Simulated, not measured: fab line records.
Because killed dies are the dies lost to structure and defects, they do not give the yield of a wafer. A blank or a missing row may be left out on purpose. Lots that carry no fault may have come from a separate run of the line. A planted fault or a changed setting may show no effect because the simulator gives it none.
Matching of chambers :: flow nand harc :: NHARC_A_CONTACT_ETCH_90 on rie diel-05 has 4 sister chambers
The step etches the open film in CH3F/O2, target depth 40 nm, time 85.7 s. 8 wafers are shown with their chamber, then 12 later ones without.

## WAFERS PAIRED WITH THEIR CHAMBERS
wafer: L085.3
chamber: 0
drypump motor current A (A): 6.3
showerhead plenum p Torr (Torr): 2.56

wafer: L085.6
chamber: 1
drypump motor current A (A): 5.3
showerhead plenum p Torr (Torr): 2.58

wafer: L089.2
chamber: 3
drypump motor current A (A): 5.9
showerhead plenum p Torr (Torr): 2.58

wafer: L089.3
chamber: 0
drypump motor current A (A): 6.4
showerhead plenum p Torr (Torr): 2.55

wafer: L089.4
chamber: 2
drypump motor current A (A): 6.2
showerhead plenum p Torr (Torr): 2.53

wafer: L093.3
chamber: 3
drypump motor current A (A): 5.9
showerhead plenum p Torr (Torr): 2.58

wafer: L093.4
chamber: 2
drypump motor current A (A): 6.2
showerhead plenum p Torr (Torr): 2.53

wafer: L093.5
chamber: 1
drypump motor current A (A): 5.3
showerhead plenum p Torr (Torr): 2.58

## WAFERS WITHOUT THEIR CHAMBER
wafer: L094.3
drypump motor current A (A): 6.2
showerhead plenum p Torr (Torr): 2.52

wafer: L094.4
drypump motor current A (A): 6.3
showerhead plenum p Torr (Torr): 2.55

wafer: L094.6
drypump motor current A (A): 5.3
showerhead plenum p Torr (Torr): 2.58

wafer: L096.1
drypump motor current A (A): 5.3
showerhead plenum p Torr (Torr): 2.58

wafer: L096.3
drypump motor current A (A): 6.2
showerhead plenum p Torr (Torr): 2.52

wafer: L096.4
drypump motor current A (A): 6.4
showerhead plenum p Torr (Torr): 2.55

wafer: L097.1
drypump motor current A (A): 6.2
showerhead plenum p Torr (Torr): 2.52

wafer: L097.3
drypump motor current A (A): 6.3
showerhead plenum p Torr (Torr): 2.55

wafer: L097.4
drypump motor current A (A): 5.3
showerhead plenum p Torr (Torr): 2.58

wafer: L095.1
drypump motor current A (A): 6.3
showerhead plenum p Torr (Torr): 2.55

wafer: L095.4
drypump motor current A (A): 6.3
showerhead plenum p Torr (Torr): 2.55

wafer: L095.6
drypump motor current A (A): 5.3
showerhead plenum p Torr (Torr): 2.58

## WHICH CHAMBER EACH WENT THROUGH
wafer: L094.3
from the rows above: 2
in truth: 2

wafer: L094.4
from the rows above: 0
in truth: 0

wafer: L094.6
from the rows above: 1
in truth: 1

wafer: L096.1
from the rows above: 1
in truth: 1

wafer: L096.3
from the rows above: 2
in truth: 2

wafer: L096.4
from the rows above: 0
in truth: 0

wafer: L097.1
from the rows above: 2
in truth: 2

wafer: L097.3
from the rows above: 0
in truth: 0

wafer: L097.4
from the rows above: 1
in truth: 1

wafer: L095.1
from the rows above: 0
in truth: 0

wafer: L095.4
from the rows above: 0
in truth: 0

wafer: L095.6
from the rows above: 1
in truth: 1
Correct placement for 12 of the 12. From these rows, 0 cannot be placed. Wrongly placed: 0.
How it was worked out, from the rows above alone: a wafer's distance from a chamber is the root of the sum, over the readings, of the square of ((its reading less the chamber's mean) divided by the reading's scatter). If the next closest chamber is less than 2 further off than the closest, the wafer can't be placed; otherwise it belongs to the closest. A chamber's mean is the mean of its shown wafers. The scatter is the square root of a quotient: the sum, over the shown wafers, of each reading's squared deviation from its chamber's mean, divided by wafers minus chambers.
